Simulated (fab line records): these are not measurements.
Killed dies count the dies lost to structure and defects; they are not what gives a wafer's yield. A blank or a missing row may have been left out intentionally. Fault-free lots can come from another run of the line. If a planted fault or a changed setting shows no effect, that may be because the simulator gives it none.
Chamber matching || flow n5-finfet || rie-diel-06 running N5_HKMG_FIN_ETCH_55: 4 sister chambers
The step etches SOC in N2/H2, target depth 240 nm, time 300 s. 4 wafers are shown with their chamber, then 11 later ones without.

== WAFERS PAIRED WITH THEIR CHAMBERS ==
{"wafer": "L085.1", "chamber": 2, "drypump-motor-current-A (A)": 5.5}
{"wafer": "L085.2", "chamber": 1, "drypump-motor-current-A (A)": 6.2}
{"wafer": "L085.3", "chamber": 3, "drypump-motor-current-A (A)": 5.5}
{"wafer": "L085.4", "chamber": 0, "drypump-motor-current-A (A)": 5.7}

== WAFERS WITHOUT THEIR CHAMBER ==
{"wafer": "L085.5", "drypump-motor-current-A (A)": 6.2}
{"wafer": "L085.6", "drypump-motor-current-A (A)": 5.5}
{"wafer": "L089.1", "drypump-motor-current-A (A)": 6.2}
{"wafer": "L089.3", "drypump-motor-current-A (A)": 5.5}
{"wafer": "L089.5", "drypump-motor-current-A (A)": 5.5}
{"wafer": "L096.1", "drypump-motor-current-A (A)": 5.5}
{"wafer": "L096.2", "drypump-motor-current-A (A)": 6.2}
{"wafer": "L096.3", "drypump-motor-current-A (A)": 5.7}
{"wafer": "L096.4", "drypump-motor-current-A (A)": 5.5}
{"wafer": "L096.5", "drypump-motor-current-A (A)": 5.7}
{"wafer": "L096.6", "drypump-motor-current-A (A)": 6.1}

== WHICH CHAMBER EACH ONE RAN IN ==
{"wafer": "L085.5", "from the rows above": 1, "in truth": 1}
{"wafer": "L085.6", "from the rows above": "can't be placed: 2 or 3", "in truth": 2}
{"wafer": "L089.1", "from the rows above": 1, "in truth": 1}
{"wafer": "L089.3", "from the rows above": "can't be placed: 2 or 3", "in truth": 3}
{"wafer": "L089.5", "from the rows above": "can't be placed: 2 or 3", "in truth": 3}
{"wafer": "L096.1", "from the rows above": "can't be placed: 2 or 3", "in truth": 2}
{"wafer": "L096.2", "from the rows above": 1, "in truth": 1}
{"wafer": "L096.3", "from the rows above": 0, "in truth": 0}
{"wafer": "L096.4", "from the rows above": "can't be placed: 2 or 3", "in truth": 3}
{"wafer": "L096.5", "from the rows above": 0, "in truth": 0}
{"wafer": "L096.6", "from the rows above": 1, "in truth": 1}
Placed correctly: 6 of 11. Unplaceable from these rows: 5, with the true chamber sitting among the candidates in 5. 0 placed wrongly.
How it was worked out, from the rows above alone: a wafer's distance from a chamber is the root of the sum, over the readings, of the square of ((its reading less the chamber's mean) divided by the reading's scatter). If the next closest chamber is less than 2 further off than the closest, the wafer can't be placed; otherwise it belongs to the closest. The mean given for a chamber averages the wafers shown for that chamber. The scatter (one wafer shown for each chamber): square how far every hidden wafer sits from the nearest shown wafer, average those squares and take the square root.
